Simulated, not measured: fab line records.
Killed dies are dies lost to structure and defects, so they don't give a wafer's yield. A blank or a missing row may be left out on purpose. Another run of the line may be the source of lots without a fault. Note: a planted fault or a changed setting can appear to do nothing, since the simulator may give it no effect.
A single fault, viewed from 2 desks || flow nandHarc || numbers are kept per desk, each desk with only its own; the story behind them comes last

## TOOL OWNER'S DESK, wetBench-07
The tool's own readings at NHARC_P_GATE_PRECLEAN_70 (cleans in SC1): means of the sampled wafers that have a number, for each lot that ran on this tool. Marked OUT: a lot whose mean sits more than 4 standard deviations from the usual mean, which makes it out of limits; the brackets give that distance.
Columns: A = bathGuardTempC at NHARC_P_GATE_PRECLEAN_70, usual 49.9 C
{"lot": "L988", "first seen here": "day 5 00:31", "A": 49.6}
{"lot": "L992", "first seen here": "day 6 19:12", "A": 50.0}
{"lot": "L997", "first seen here": "day 8 16:21", "A": 50.0}
This desk's verdict: no lot among the 3 shows anything out of limits.

## METROLOGY DESK
Lot by lot, what the gauges showed, no matter which tool ran the lot: averages of those sampled wafers that carry a number. Marked OUT: a lot whose mean sits more than 4 standard deviations from the usual mean, which makes it out of limits; the brackets give that distance.
Columns: A = cdNm at NHARC_THIN_TSV_CD_MEAS_12, usual 999.3 nm
{"lot": "L987", "first seen here": "day 24 10:20", "A": 1000.9}
{"lot": "L986", "first seen here": "day 24 11:25", "A": 999.5}
{"lot": "L988", "first seen here": "day 24 12:39", "A": 998.7}
{"lot": "L992", "first seen here": "day 27 01:31", "A": 998.1}
{"lot": "L997", "first seen here": "day 28 07:13", "A": 1001.8}
{"lot": "L101", "first seen here": "day 30 05:24", "A": 998.6}
{"lot": "L102", "first seen here": "day 30 07:50", "A": 996.0}
{"lot": "L107", "first seen here": "day 32 13:43", "A": 999.0}
This desk's verdict: no lot among the 8 shows anything out of limits.

## BROUGHT TOGETHER
The tool owner's desk saw nothing out of limits.
Nothing out of limits was seen by the metrology desk.

## WHAT WAS PUT IN BY THE SIMULATOR
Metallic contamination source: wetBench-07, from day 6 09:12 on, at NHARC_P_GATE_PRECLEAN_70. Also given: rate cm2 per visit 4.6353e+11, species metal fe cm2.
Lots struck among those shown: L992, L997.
